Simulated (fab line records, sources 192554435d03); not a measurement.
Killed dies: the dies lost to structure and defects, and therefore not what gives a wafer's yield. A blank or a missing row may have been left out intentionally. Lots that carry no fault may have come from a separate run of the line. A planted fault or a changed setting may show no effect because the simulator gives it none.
Matching of chambers :: flow n5-finfet :: N5_BEOL_M9_CURE_72 on uv-cure-03 has 3 sister chambers
The step cures SiCOH lowk, time 120 s. 3 wafers are shown with their chamber, then 12 later ones without.

WAFERS WITH THEIR CHAMBER
wafer: L082.5
chamber: 0
wafer_temp_C_max: 371.8

wafer: L083.6
chamber: 2
wafer_temp_C_max: 370.8

wafer: L090.3
chamber: 1
wafer_temp_C_max: 372.8

WAFERS WITHOUT THEIR CHAMBER
wafer: L089.1
wafer_temp_C_max: 371.5

wafer: L089.2
wafer_temp_C_max: 371.0

wafer: L089.4
wafer_temp_C_max: 371.5

wafer: L093.1
wafer_temp_C_max: 371.2

wafer: L093.4
wafer_temp_C_max: 371.8

wafer: L093.6
wafer_temp_C_max: 371.8

wafer: L094.1
wafer_temp_C_max: 372.1

wafer: L094.2
wafer_temp_C_max: 371.6

wafer: L094.3
wafer_temp_C_max: 371.7

wafer: L091.3
wafer_temp_C_max: 371.9

wafer: L091.4
wafer_temp_C_max: 371.5

wafer: L091.6
wafer_temp_C_max: 371.7

WHICH CHAMBER EACH WENT THROUGH
wafer: L089.1
from the rows above: can't be placed: 0 or 2
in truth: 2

wafer: L089.2
from the rows above: 2
in truth: 2

wafer: L089.4
from the rows above: can't be placed: 0 or 2
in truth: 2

wafer: L093.1
from the rows above: can't be placed: 2 or 0
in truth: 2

wafer: L093.4
from the rows above: 0
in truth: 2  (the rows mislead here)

wafer: L093.6
from the rows above: 0
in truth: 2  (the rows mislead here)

wafer: L094.1
from the rows above: can't be placed: 0 or 1
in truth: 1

wafer: L094.2
from the rows above: 0
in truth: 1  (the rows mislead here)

wafer: L094.3
from the rows above: 0
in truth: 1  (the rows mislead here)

wafer: L091.3
from the rows above: 0
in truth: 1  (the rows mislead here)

wafer: L091.4
from the rows above: can't be placed: 0 or 2
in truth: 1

wafer: L091.6
from the rows above: 0
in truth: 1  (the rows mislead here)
1 of 12 placed correctly. These rows do not allow placing 5 (true chamber among the candidates in 4). Wrongly placed: 6.
How it was worked out, from the rows above alone: a wafer's distance from a chamber is the root of the sum, over the readings, of the square of ((its reading less the chamber's mean) divided by the reading's scatter). If the next closest chamber is less than 2 further off than the closest, the wafer can't be placed; otherwise it belongs to the closest. A chamber's mean is the mean of its shown wafers. The scatter (one wafer shown for each chamber): square how far every hidden wafer sits from the nearest shown wafer, average those squares and take the square root.
